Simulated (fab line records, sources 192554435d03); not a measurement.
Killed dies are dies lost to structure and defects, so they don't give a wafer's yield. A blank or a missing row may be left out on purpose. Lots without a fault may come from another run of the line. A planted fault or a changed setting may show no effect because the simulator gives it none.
fab line records | flow n5_finfet
record lots=9 wafers=27 last_day=19
route steps=1938 shown HKMG_FIN@403 BEOL_M4@1111 PASSIVATION@1936
lots that met no fault: from a run of the same line without faults
start_h: hours from the record's first day to the start of the lot's first wafer shown | wait_h: hours since the lot's step before | " the same as in the row above | L1.1+2: a row that stands for several wafers | - no value, or no start given | * or withheld: withheld | < > ~ a bound
route shown NAME@n: a module of which the file shows steps, and the number in the route of the first | usual: mean/standard deviation of fault-free wafers | same: alike in all rows | chamber/n: place in a boat | sites: the reading at each site | _std_site: their standard deviation | _edge_site: outer sites' mean less inner sites' | radius_mm: how far each site lies from the wafer's centre | mask NAME#n: copy n | behind: the tool/chamber that last shaped the wafer | hold: why the lot was held/for how many hours/how that ended | device: the transistor (n, p or np) that didn't switch | end of line: the same wafers' tests at the end of the route | a step without rows: its recipe alone | killed: dies lost to structure and defects at the first sort, not the wafer's yield | map: a wafer's dies, x killed, . not, _ none there
set.NAME: the setting as run; set.NAME@STEP: as run at that earlier step | model.NAME: the simulator's own value behind a step, which no gauge read
steps of the route over a sample of lots; a table a step, a row a wafer
services: from which hour (start_h, from the record's first day; less than 0 if before it) a tool's chamber was out of use, for how many hours, and why
## steps
# step N5_HKMG_FIN_ETCH_55
# recipe chemistry=N2/H2 target=SOC target_depth_a=2400 temp_c=40 time_s=300 ion_energy_ev=200 mask_material=SiARC pressure_mtorr=30 source_w=840 bias_w=150 n2_flow_sccm=200 h2_flow_sccm=200
# usual drypump_motor_current_A=6.0/0.52 oes_product_au=0.79/0.08 rf_vpp_V=525.5/2.4 showerhead_plenum_p_Torr=2.60/0.087 throttle_valve_pct=17.81/0.23
# columns lot.wafer tool chamber start_h wait_h drypump_motor_current_A oes_product_au rf_hours_counter_h rf_vpp_V showerhead_plenum_p_Torr throttle_valve_pct
L811.1 rie_diel-02 0 84.28 0.0 6.1 0.75 150 528.2 2.65 17.79
L811.2 " 3 " " 5.8 0.87 65 527.0 2.69 17.97
L811.5 " 3 " " 5.8 0.87 - 527.8 2.69 17.95
L812.2 rie_diel-03 0 89.19 0.0 6.4 0.70 231 525.9 2.61 17.87
L812.4 " 0 " " 6.4 0.70 - 526.8 2.61 17.86
L812.6 " 3 " " 6.1 0.80 - 523.3 2.55 17.78
L813.2 rie_diel-05 3 97.54 0.0 6.3 0.75 160 524.3 2.64 17.87
L813.3 " 1 " " 4.9 0.92 19 523.3 2.48 17.42
L813.5 " 2 " " 5.9 0.72 - 526.7 2.63 17.59
L814.1 rie_diel-02 2 103.78 0.0 6.1 0.71 224 519.5 2.41 18.11
L814.2 " 3 " " 5.8 0.86 71 527.5 2.68 17.98
L814.4 " 0 " " 6.2 0.75 156 527.7 2.64 17.79
L819.2 rie_diel-03 2 129.72 0.0 5.8 0.92 9 528.6 2.72 18.01
L819.4 " 0 " " 6.4 0.69 248 523.8 2.60 17.92
L819.6 " 2 " " 5.8 0.93 - 529.9 2.72 18.01
L824.2 rie_diel-02 2 162.65 0.0 6.0 0.69 244 520.2 2.40 18.16
L824.3 " 1 " " 5.0 0.88 31 522.6 2.50 17.82
L824.4 " 0 " " 6.2 0.73 176 526.8 2.63 17.81
L828.2 rie_diel-03 1 186.71 0.0 6.7 0.73 180 525.9 2.64 17.53
L828.4 " 0 " " 6.4 0.93 6 526.8 2.60 17.52
L828.6 " 3 " " 6.1 0.76 - 524.0 2.53 17.86
L829.2 rie_diel-05 2 192.70 0.0 5.9 0.70 231 525.3 2.61 17.64
L829.5 " 0 " " 5.7 0.75 - 526.7 2.67 18.10
L829.6 " 2 " " 5.9 0.70 - 527.6 2.61 17.63
L831.1 rie_diel-05 0 207.43 0.0 5.7 0.74 140 527.0 2.67 18.11
L831.3 " 2 " " 5.9 0.70 237 525.2 2.61 17.66
L831.4 " 3 " " 6.4 0.71 198 524.9 2.62 17.93
# step N5_HKMG_FIN_ETCH_58
# recipe chemistry=N2/H2 target=SOC target_depth_a=2158 ion_energy_ev=50 bias_w=13 time_s=741 pressure_mtorr=30 source_w=875 n2_flow_sccm=200 h2_flow_sccm=200
# usual drypump_motor_current_A=6.0/0.52 oes_product_au=0.79/0.081 rf_vpp_V=99.5/0.98 showerhead_plenum_p_Torr=2.60/0.087 throttle_valve_pct=17.76/0.23
# columns lot.wafer tool chamber start_h wait_h drypump_motor_current_A oes_product_au rf_hours_counter_h rf_vpp_V showerhead_plenum_p_Torr throttle_valve_pct
L811.1 rie_diel-02 0 84.49 0.0 6.2 0.74 150 100.4 2.65 17.72
L811.2 " 3 " " 5.8 0.87 65 101.0 2.69 17.92
L811.5 " 3 " " 5.8 0.86 - 101.4 2.69 17.93
L812.2 rie_diel-03 0 89.40 0.0 6.4 0.71 231 100.1 2.61 17.83
L812.4 " 0 " " 6.4 0.71 - 99.0 2.61 17.83
L812.6 " 3 " " 6.1 0.80 - 99.2 2.55 17.75
L813.2 rie_diel-05 3 97.75 0.0 6.4 0.75 160 100.2 2.64 17.85
L813.3 " 1 " " 4.9 0.93 19 98.5 2.48 17.38
L813.5 " 2 " " 5.9 0.72 - 99.6 2.63 17.55
L814.1 rie_diel-02 2 103.99 0.0 6.1 0.71 224 96.7 2.41 18.06
L814.2 " 3 " " 5.8 0.86 71 99.2 2.68 17.92
L814.4 " 0 " " 6.2 0.74 156 100.8 2.64 17.74
L819.2 rie_diel-03 2 129.94 0.0 5.8 0.92 10 100.7 2.72 17.97
L819.4 " 0 " " 6.4 0.69 248 100.0 2.60 17.87
L819.6 " 2 " " 5.8 0.93 - 101.5 2.72 17.96
L824.2 rie_diel-02 2 162.86 0.0 6.0 0.70 244 99.2 2.40 18.11
L824.3 " 1 " " 5.0 0.89 31 99.3 2.50 17.77
L824.4 " 0 " " 6.2 0.74 177 100.2 2.63 17.78
L828.2 rie_diel-03 1 186.92 0.0 6.7 0.74 180 100.2 2.64 17.46
L828.4 " 0 " " 6.4 0.94 7 99.3 2.60 17.47
L828.6 " 3 " " 6.1 0.77 - 98.2 2.53 17.82
L829.2 rie_diel-05 2 192.91 0.0 5.9 0.69 231 100.0 2.61 17.59
L829.5 " 0 " " 5.7 0.75 - 99.5 2.67 18.05
L829.6 " 2 " " 5.9 0.69 - 99.0 2.61 17.61
L831.1 rie_diel-05 0 207.64 0.0 5.7 0.75 140 101.2 2.67 18.05
L831.3 " 2 " " 6.0 0.69 237 99.2 2.61 17.62
L831.4 " 3 " " 6.4 0.71 198 99.3 2.62 17.90
# step N5_HKMG_FIN_PEB_10
# recipe peb_temp_c=withheld peb_time_s=60 resist=CAR-ArF
# columns lot.wafer tool chamber start_h wait_h
L811.1+2+5 litho_track-05 0 87.33 0.1
L812.2+4+6 litho_track-05 0 92.24 0.0
L813.2+3+5 litho_track-02 0 100.66 0.0
L814.1+2+4 litho_track-04 0 106.79 0.1
L819.2+4+6 litho_track-05 0 132.75 0.0
L824.2+3+4 litho_track-05 0 165.77 0.0
L828.2+4+6 litho_track-02 0 189.85 0.0
L829.2+5+6 litho_track-02 0 195.82 0.0
L831.1+3+4 litho_track-02 0 210.57 0.1
# step N5_HKMG_FIN_CD_MEAS_12
# recipe target_cd_nm=92.8 landing_energy_ev=500 detector=se_inlens
# usual cd_nm=92.7/0.5
# columns lot.wafer tool chamber start_h wait_h cd_nm
L811.1 cd_sem-02 0 87.40 - 92.1
L811.2 " 0 " " 92.8
L811.5 " 0 " " 92.3
L812.2 cd_sem-02 0 92.31 - 93.0
L812.4 " 0 " " 93.8
L812.6 " 0 " " 93.5
L813.2 cd_sem-02 0 100.73 - 93.5
L813.3 " 0 " " 93.4
L813.5 " 0 " " 93.4
L814.1 cd_sem-02 0 106.85 - 92.6
L814.2 " 0 " " 92.9
L814.4 " 0 " " 92.8
L819.2 cd_sem-02 0 132.82 - 87.5
L819.4 " 0 " " 92.1
L819.6 " 0 " " 91.6
L824.2 cd_sem-03 0 165.84 - 88.4
L824.3 " 0 " " 88.6
L824.4 " 0 " " 91.8
L828.2 cd_sem-02 0 189.92 - 92.9
L828.4 " 0 " " 92.8
L828.6 " 0 " " 93.3
L829.2 cd_sem-02 0 195.89 - 92.1
L829.5 " 0 " " 93.2
L829.6 " 0 " " 93.7
L831.1 cd_sem-02 0 210.64 - 92.6
L831.3 " 0 " " 92.6
L831.4 " 0 " " 92.8
# step N5_HKMG_FIN_ETCH_32
# recipe chemistry=N2/H2 target=SOC target_depth_a=2400 temp_c=40 time_s=300 ion_energy_ev=200 mask_material=SiARC pressure_mtorr=30 source_w=840 bias_w=150 n2_flow_sccm=200 h2_flow_sccm=200
# usual drypump_motor_current_A=5.9/0.56 oes_product_au=0.79/0.081 rf_vpp_V=525.3/2.4 showerhead_plenum_p_Torr=2.59/0.086 throttle_valve_pct=17.78/0.24
# columns lot.wafer tool chamber start_h wait_h drypump_motor_current_A oes_product_au rf_hours_counter_h rf_vpp_V showerhead_plenum_p_Torr throttle_valve_pct
L811.1 rie_diel-05 1 87.58 0.0 4.9 0.94 14 522.1 2.49 17.40
L811.2 " 3 " " 6.4 0.75 157 526.7 2.64 17.87
L811.5 " 1 " " 4.9 0.94 - 523.2 2.49 17.41
L812.2 rie_diel-05 1 92.48 0.0 4.9 0.93 17 522.5 2.49 17.42
L812.4 " 3 " " 6.4 0.75 158 527.5 2.64 17.87
L812.6 " 3 " " 6.3 0.76 - 526.5 2.64 17.86
L813.2 rie_diel-02 0 100.91 0.0 6.2 0.75 156 526.2 2.64 17.80
L813.3 " 3 " " 5.8 0.86 71 528.0 2.68 17.97
L813.5 " 1 " " 5.0 0.93 - 522.6 2.51 17.78
L814.1 rie_diel-05 0 107.03 0.0 5.7 0.77 104 527.8 2.68 18.04
L814.2 " 3 " " 6.4 0.74 164 525.1 2.63 17.89
L814.4 " 2 " " 6.0 0.72 203 527.4 2.63 17.59
L819.2 rie_diel-05 1 133.00 0.0 4.9 0.91 31 522.4 2.48 17.44
L819.4 " 3 " " 6.4 0.74 173 526.5 2.63 17.90
L819.6 " 1 " " 4.9 0.90 - 522.5 2.48 17.45
L824.2 rie_diel-05 0 166.03 0.0 5.7 0.76 124 526.1 2.67 18.08
L824.3 " 2 " " 5.9 0.71 221 525.8 2.62 17.64
L824.4 " 1 " " 4.9 0.87 42 522.6 2.47 17.45
L828.2 rie_diel-03 2 190.10 0.0 5.8 0.87 35 527.8 2.71 18.05
L828.4 " 3 " " 6.1 0.76 161 523.0 2.53 17.88
L828.6 " 1 " " 6.7 0.74 - 528.1 2.64 17.50
L829.2 rie_diel-03 1 196.07 0.0 6.7 0.74 183 524.0 2.64 17.51
L829.5 " 0 " " 6.4 0.92 - 525.0 2.60 17.53
L829.6 " 1 " " 6.7 0.74 - 526.6 2.64 17.52
L831.1 rie_diel-03 2 210.82 0.0 5.8 0.86 41 527.0 2.71 18.07
L831.3 " 1 " " 6.7 0.73 188 526.6 2.64 17.52
L831.4 " 3 " " 6.2 0.76 167 524.4 2.53 17.89
# step N5_BEOL_M4_RC_MEAS_101
# usual DIBL_N=36.4/1.4 DIBL_P=36.4/1.5 IOFF_N=0.156/0.022 IOFF_P=0.210/0.023 ION_N=675/9.1 ION_P=463/5.7 SS_N=71.6/0.45 SS_P=73.3/0.56 VT_N=250/3.1 VT_P=-250.3/2.3
# columns lot.wafer tool chamber start_h wait_h DIBL_N[mV/V] DIBL_P[mV/V] IOFF_N[nA/um] IOFF_P[nA/um] ION_N[uA/um] ION_P[uA/um] SS_N[mV/dec] SS_P[mV/dec] VT_N[mV] VT_P[mV]
L812.2 prober-01 0 204.34 0.2 36.2 35.6 0.170 0.205 681 461 72.0 73.3 244 -249.8
L812.4 " 0 " " 36.3 34.6 0.162 0.180 673 455 71.7 73.7 249 -252.2
L812.6 " 0 " " 35.1 34.0 0.144 0.169 677 454 71.5 73.6 250 -253.3
L813.2 prober-01 0 221.91 0.2 34.3 35.6 0.126 0.196 674 469 70.8 72.6 250 -251.6
L813.3 " 0 " " 34.1 34.4 0.120 0.192 677 472 71.4 72.4 254 -249.2
L813.5 " 0 " " 35.5 36.1 0.141 0.218 673 472 71.5 73.1 248 -245.6
L811.1 prober-02 0 222.00 0.0 34.5 34.8 0.139 0.180 663 453 71.0 72.3 252 -248.9
L811.2 " 0 " " 35.7 36.9 0.163 0.217 672 459 71.0 73.5 248 -248.0
L811.5 " 0 " " 35.5 37.1 0.166 0.213 678 462 71.6 73.3 248 -248.4
L814.1 prober-01 0 223.88 0.0 33.9 35.1 0.142 0.200 676 467 71.2 72.2 248 -251.3
L814.2 " 0 " " 35.9 38.1 0.189 0.241 688 465 72.3 73.4 245 -246.9
L814.4 " 0 " " 34.0 34.8 0.141 0.192 663 462 70.7 72.0 251 -251.6
L819.2 prober-02 0 257.10 0.2 37.6 37.8 0.163 0.190 677 453 72.0 73.5 249 -252.8
L819.4 " 0 " " 38.0 38.8 0.179 0.210 678 461 72.1 73.9 250 -250.8
L819.6 " 0 " " 37.2 37.7 0.159 0.185 670 452 71.9 73.5 249 -255.0
L824.2 prober-01 0 280.29 0.2 36.2 33.8 0.155 0.191 677 456 71.6 72.4 248 -249.8
L824.3 " 0 " " 37.6 36.6 0.175 0.228 684 468 71.5 73.7 249 -247.9
L824.4 " 0 " " 37.3 36.0 0.173 0.223 687 465 71.4 73.1 248 -247.1
L828.2 prober-02 0 311.12 0.2 34.7 36.0 0.134 0.192 678 465 71.1 72.3 252 -251.0
L828.4 " 0 " " 34.6 35.4 0.130 0.187 661 459 71.7 72.1 251 -251.1
L828.6 " 0 " " 33.9 34.7 0.116 0.168 665 456 71.0 72.4 254 -252.2
L829.2 prober-02 0 315.48 0.2 35.8 35.7 0.152 0.211 673 468 71.3 73.6 252 -248.7
L829.5 " 0 " " 34.8 34.3 0.131 0.188 672 465 71.2 73.3 251 -250.2
L829.6 " 0 " " 35.5 35.9 0.142 0.224 673 467 71.6 73.2 252 -248.7
L831.1 prober-02 0 327.70 0.0 37.2 38.6 0.187 0.259 685 477 72.3 73.5 246 -249.3
L831.3 " 0 " " 36.8 37.0 0.166 0.228 671 465 72.1 74.1 248 -249.0
L831.4 " 0 " " 35.9 35.9 0.152 0.212 675 467 71.6 73.8 249 -250.1
# step N5_PASSIVATION_PROBE_49
# usual defect_limited_yield=91.5/1.3 killed_at_M0_to_M3=33/10 killed_at_M4_up=13/4 killed_at_contacts=12/6.3 killed_at_front_end=39/11 killed_at_other=3.4/2.6 killed_dies=100/15 killed_open=65/11 killed_short=34/7.8 sort_bin_5_function=5.0/0.89 sort_bin_6_memory=3.2/0.58 sort_n_pass=1080/15 sort_yield_pct=91.5/1.3
# same gross_dies=1180 killed_at_back_side=0 sort_bin_4_leakage[%]=0 sort_bin_8_speed[%]=0
# columns lot.wafer tool chamber start_h wait_h defect_limited_yield[%] killed_at_M0_to_M3 killed_at_M4_up killed_at_contacts killed_at_front_end killed_at_other killed_dies killed_open killed_short sort_bin_5_function[%] sort_bin_6_memory[%] sort_n_pass sort_yield_pct[%]
L812.2 prober-01 - 312.88 0.1 91.6 39 12 11 37 0 99 67 30 4.7 3.5 1081 91.6
L812.4 prober-01 - 312.98 0.2 92.3 39 15 3 30 4 91 63 27 4.3 3.0 1089 92.3
L812.6 prober-01 - 313.08 0.3 94.2 11 14 9 31 3 68 48 18 2.8 2.6 1112 94.2
L819.2 prober-01 - 369.42 0.1 90.1 50 12 7 43 5 117 74 42 5.5 4.1 1063 90.1
L819.4 prober-01 - 369.52 0.2 91.8 39 12 23 16 7 97 55 39 4.7 3.2 1083 91.8
L819.6 prober-01 - 369.62 0.3 91.0 38 10 23 31 4 106 73 32 5.3 3.3 1074 91.0
L824.2 prober-02 - 392.46 0.1 90.9 35 12 13 43 4 107 71 36 6.0 2.8 1073 90.9
L824.3 prober-02 - 392.51 0.1 92.4 39 8 10 30 3 90 50 39 3.8 3.1 1090 92.4
L824.4 prober-02 - 392.56 0.2 93.5 24 8 20 25 0 77 48 29 3.2 2.9 1103 93.5
# killed by level:class
L812.2 BEOL_M0_SAQP:geometric_particle:open=12 MOL_CONTACT_COAG:geometric_particle:open=11 BEOL_M0_SAQP:geometric_particle:short=9 STI_FIN_REVEAL:geometric_particle:open=8 BEOL_M4:geometric_particle:open=8 BEOL_M2:geometric_particle:open=7 FIN_SAQP:geometric_particle:open=6 BEOL_M1:geometric_particle:open=6
L812.4 BEOL_M1:geometric_particle:open=10 BEOL_M4:geometric_particle:open=8 FIN_SAQP:geometric_particle:open=7 BEOL_M0_SAQP:geometric_particle:open=7 STI_FIN_REVEAL:geometric_particle:open=6 GATE_CUT:geometric_particle:open=6 BEOL_M0_SAQP:geometric_particle:short=6 BEOL_M2:geometric_particle:open=4
L812.6 MOL_CONTACT_COAG:geometric_particle:open=8 STI_FIN_REVEAL:geometric_particle:open=7 BEOL_M4:geometric_particle:open=5 DUMMY_GATE:geometric_particle:open=4 STARTING-WAFER:geometric_particle:short=4 GATE_CUT:geometric_particle:open=3 BEOL_M0_SAQP:geometric_particle:short=3 FIN_SAQP:geometric_particle:open=2
L819.2 FIN_SAQP:geometric_particle:open=15 BEOL_M0_SAQP:geometric_particle:open=13 FIN_SAQP:geometric_particle:short=12 BEOL_M0_SAQP:geometric_particle:short=12 BEOL_M3:geometric_particle:open=11 MOL_CONTACT_COAG:geometric_particle:open=7 BEOL_M1:geometric_particle:open=6 BEOL_M4:geometric_particle:open=6
L819.4 MOL_CONTACT_COAG:geometric_particle:open=14 BEOL_M0_SAQP:geometric_particle:short=11 BEOL_M3:geometric_particle:open=11 MOL_CONTACT_COAG:geometric_particle:short=9 BEOL_M2:geometric_particle:open=6 FIN_SAQP:geometric_particle:short=5 BEOL_M0_SAQP:geometric_particle:open=5 FIN_SAQP:geometric_particle:open=4
L819.6 MOL_CONTACT_COAG:geometric_particle:open=17 BEOL_M3:geometric_particle:open=12 BEOL_M0_SAQP:geometric_particle:open=10 FIN_SAQP:geometric_particle:short=9 FIN_SAQP:geometric_particle:open=8 STI_FIN_REVEAL:geometric_particle:open=7 MOL_CONTACT_COAG:geometric_particle:short=6 BEOL_M4:geometric_particle:open=5
L824.2 BEOL_M0_SAQP:geometric_particle:open=12 FIN_SAQP:geometric_particle:short=10 MOL_CONTACT_COAG:geometric_particle:open=9 STI_FIN_REVEAL:geometric_particle:open=7 BEOL_M0_SAQP:geometric_particle:short=7 GATE_CUT:geometric_particle:open=6 GATE_CUT:geometric_particle:short=6 FIN_SAQP:geometric_particle:open=5
L824.3 BEOL_M0_SAQP:geometric_particle:short=11 FIN_SAQP:geometric_particle:short=9 MOL_CONTACT_COAG:geometric_particle:open=9 BEOL_M2:geometric_particle:open=8 GATE_CUT:geometric_particle:short=7 BEOL_M0_SAQP:geometric_particle:open=7 BEOL_M3:geometric_particle:open=5 BEOL_M1:geometric_particle:open=4
L824.4 MOL_CONTACT_COAG:geometric_particle:open=15 BEOL_M0_SAQP:geometric_particle:short=8 FIN_SAQP:geometric_particle:open=7 GATE_CUT:geometric_particle:short=6 BEOL_M3:geometric_particle:open=6 MOL_CONTACT_COAG:geometric_particle:short=5 FIN_SAQP:geometric_particle:short=3 STI_FIN_REVEAL:geometric_particle:open=3
## services
# columns tool chamber start_h hours kind
rie_diel-03 2 82.90 - clean
rie_diel-03 2 82.90 - consumable_replace:focus_ring
rie_diel-03 2 82.90 - consumable_replace:showerhead
rie_diel-03 2 82.90 22.0 scheduled_down
rie_diel-03 2 82.90 22.0 vent_cycle
rie_diel-03 - 99.11 2.8 pm
litho_track-04 - 116.82 - consumable_replace:filter
rie_diel-02 3 127.94 2.0 repair
rie_diel-03 0 136.43 - clean
rie_diel-03 0 136.43 - consumable_replace:focus_ring
rie_diel-03 0 136.43 34.1 scheduled_down
rie_diel-03 0 136.43 34.1 vent_cycle
litho_track-05 - 181.18 - consumable_replace:filter
rie_diel-02 2 187.65 - clean
rie_diel-02 2 187.65 - consumable_replace:focus_ring
rie_diel-02 2 187.65 - consumable_replace:showerhead
rie_diel-02 2 187.65 18.9 scheduled_down
rie_diel-02 2 187.65 18.9 vent_cycle
rie_diel-05 3 191.40 1.4 repair
## key
first_sign step=N5_HKMG_FIN_CD_MEAS_12 reading=cd_nm direction=down sigmas=9 usual=92.7 struck=88.2
effect none on later readings
met_at N5_HKMG_FIN_PEB_10
struck_lots L819,L824
struck_wafers L819.2,L824.2,L824.3
not_acting_at N5_HKMG_FIN_ETCH_55,N5_HKMG_FIN_ETCH_58,N5_HKMG_FIN_ETCH_32
onset_between 92.24 132.75
fault kind=process_parameter_drift tool=litho_track-05 chamber=- onset_h=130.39 steps=N5_HKMG_FIN_PEB_10 channel=peb_time_s offset=* shape=step end_h=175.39 scope=struck_wafers_only acts_in=* stated=*
